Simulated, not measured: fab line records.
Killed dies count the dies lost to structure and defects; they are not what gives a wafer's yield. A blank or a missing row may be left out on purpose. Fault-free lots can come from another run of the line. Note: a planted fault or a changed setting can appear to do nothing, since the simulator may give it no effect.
Lot-split experiment -- flow n5 finfet -- on a route of 1938 steps: 7 lots, 39 wafers read

== THE SPLIT ==
At N5_HKMG_FIN_ETCH_58 (etches SOC in N2/H2, target depth 215.8 nm, time 741 s), the setting bias w was moved away from the recipe's 13 W on 6 of the 39 wafers read, by +5.2% to +17.4%. This setting was run at the recipe's value on the other wafers.

Reading taken at the split's own step.

== THE READING ==
rf vpp V, in V, at N5_HKMG_FIN_ETCH_58 (etches SOC in N2/H2, target depth 215.8 nm, time 741 s). Typical for fault-free wafers on this fab line: 99.2 V, with standard deviation 0.99 V.

wafer,"tool, chamber at the split","bias w as run, W",against the recipe,"rf vpp V, V",against lot-mates on the recipe
L076.1,"rie diel-02, 0",13.67,+5.2%,103.4,+4.5
L076.2,"rie diel-02, 2",13,recipe,98.9,-
L076.3,"rie diel-02, 3",13,recipe,98.6,-
L076.4,"rie diel-02, 1",13,recipe,99.1,-
L076.5,"rie diel-02, 3",13.67,+5.2%,102.1,+3.2
L076.6,"rie diel-02, 2",13.67,+5.2%,102.0,+3.1
L080.1,"rie diel-04, 1",13,recipe,99.7,-
L080.2,"rie diel-04, 2",13,recipe,97.7,-
L080.3,"rie diel-04, 3",13,recipe,99.8,-
L080.4,"rie diel-04, 2",13,recipe,98.3,-
L080.5,"rie diel-04, 3",13,recipe,98.5,-
L080.6,"rie diel-04, 1",13,recipe,100.5,-
L084.1,"rie diel-04, 1",13,recipe,99.3,-
L084.2,"rie diel-04, 2",13,recipe,96.9,-
L084.3,"rie diel-04, 3",13,recipe,100.0,-
L084.4,"rie diel-04, 1",13,recipe,97.6,-
L084.5,"rie diel-04, 2",13,recipe,98.4,-
L084.6,"rie diel-04, 3",13,recipe,99.2,-
L087.1,"rie diel-02, 3",13,recipe,100.3,-
L087.5,"rie diel-02, 0",13,recipe,100.2,-
L087.6,"rie diel-02, 1",13,recipe,98.2,-
L092.1,"rie diel-02, 3",13,recipe,99.1,-
L092.2,"rie diel-02, 2",13,recipe,98.7,-
L092.3,"rie diel-02, 0",15.26,+17.4%,110.5,+11.6
L092.4,"rie diel-02, 1",15.26,+17.4%,107.9,+9.0
L092.5,"rie diel-02, 0",15.26,+17.4%,109.9,+11.0
L092.6,"rie diel-02, 1",13,recipe,99.0,-
L093.1,"rie diel-04, 0",13,recipe,99.5,-
L093.2,"rie diel-04, 3",13,recipe,99.2,-
L093.3,"rie diel-04, 2",13,recipe,98.0,-
L093.4,"rie diel-04, 0",13,recipe,100.1,-
L093.5,"rie diel-04, 2",13,recipe,100.2,-
L093.6,"rie diel-04, 3",13,recipe,100.0,-
L095.1,"rie diel-01, 3",13,recipe,99.5,-
L095.2,"rie diel-01, 0",13,recipe,97.9,-
L095.3,"rie diel-01, 2",13,recipe,100.7,-
L095.4,"rie diel-01, 3",13,recipe,100.0,-
L095.5,"rie diel-01, 2",13,recipe,98.8,-
L095.6,"rie diel-01, 0",13,recipe,98.7,-

THE FIT
A straight line over all 39 wafers: rf vpp V changes by +0.598 V for each +1% of bias w; r = +0.95; the points scatter about the line by 0.94 V.
The same after taking each lot's own level away (the mean of its wafers on the recipe; 39 wafers): +0.61 V for each +1%; r = +0.96; scatter 0.9 V.
On that fit, the largest move of bias w shifts the reading by 11 V.
From 98.57 to 99.57 V: that is the span of the lots' own levels, equal to 1.0 times the standard deviation above.
The two slopes are in agreement: the lot-to-lot level therefore moves the slope only a little.
Check: for one of the wafers moved furthest among these (+17.4%), held out of the fit, the line's prediction against its lot-mates is +10.2 V. Against them it came out at +11.6 V.
Tool readings at the split's step, against how far the setting was moved: rf vpp V r = +0.95.

== ADDITIONAL SPLITS CARRIED BY THESE WAFERS ==
Other splits were also applied to these wafers ahead of the reading. Each is held against what the fit with the lots' levels taken away leaves over:
other split on the same wafers,wafers away from the commonest value,r with rf vpp V (lot level and that fit taken away)
N5_FIN_SAQP_SPACER1_ALD_24 ald cycles,12,+0.00
N5_FIN_CUT_CUT_ETCH_26 source w,18,+0.06
N5_SD_EPI_N_EPI_21 pressure torr,30,-0.06

== FILE'S OWN FIT ==
rf vpp V changes by +0.614 V for each +1% of bias w, r = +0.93.
